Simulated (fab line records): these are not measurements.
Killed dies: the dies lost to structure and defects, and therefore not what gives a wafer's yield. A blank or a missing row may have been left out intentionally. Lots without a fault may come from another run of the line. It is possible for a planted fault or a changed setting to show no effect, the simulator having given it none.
Matching of chambers + flow n5Finfet + N5_BEOL_M1_ETCH_70 on rieDiel-03 has 4 sister chambers
The step etches SOC in N2/H2, target depth 80 nm, overetch 16 nm, time 120 s. 7 wafers are shown with their chamber, then 7 later ones without.

## WAFERS PAIRED WITH THEIR CHAMBERS
| wafer  | chamber | showerheadPlenumPTorr (Torr) | throttleValvePct (%) |
|--------|---------|------------------------------|----------------------|
| L087.1 | 2       | 2.59                         | 17.9                 |
| L087.4 | 1       | 2.44                         | 18.2                 |
| L088.2 | 0       | 2.61                         | 18.2                 |
| L088.4 | 2       | 2.59                         | 17.9                 |
| L088.5 | 0       | 2.62                         | 18.3                 |
| L089.1 | 3       | 2.53                         | 18.1                 |
| L089.5 | 3       | 2.53                         | 18.1                 |

## WAFERS WHOSE CHAMBER IS MISSING
| wafer  | showerheadPlenumPTorr (Torr) | throttleValvePct (%) |
|--------|------------------------------|----------------------|
| L089.6 | 2.59                         | 17.9                 |
| L094.2 | 2.52                         | 18.1                 |
| L094.4 | 2.61                         | 18.3                 |
| L094.5 | 2.43                         | 18.2                 |
| L096.1 | 2.61                         | 18.3                 |
| L096.4 | 2.43                         | 18.2                 |
| L096.5 | 2.43                         | 18.2                 |

## EACH ONE'S CHAMBER
| wafer  | from the rows above | in truth |
|--------|---------------------|----------|
| L089.6 | 2                   | 2        |
| L094.2 | 3                   | 3        |
| L094.4 | 0                   | 0        |
| L094.5 | 1                   | 1        |
| L096.1 | 0                   | 0        |
| L096.4 | 1                   | 1        |
| L096.5 | 1                   | 1        |
7 of 7 placed correctly. Can't be placed from these rows: 0. Wrongly placed: 0.
How it was worked out, from the rows above alone: a wafer's distance from a chamber is the root of the sum, over the readings, of the square of ((its reading less the chamber's mean) divided by the reading's scatter). The wafer belongs to the nearest chamber; if the next one is less than 2 further off, it can't be placed. The mean given for a chamber averages the wafers shown for that chamber. The scatter: take each reading less its chamber's mean, square it, sum over the shown wafers, divide by the number of wafers less the number of chambers, and take the root.
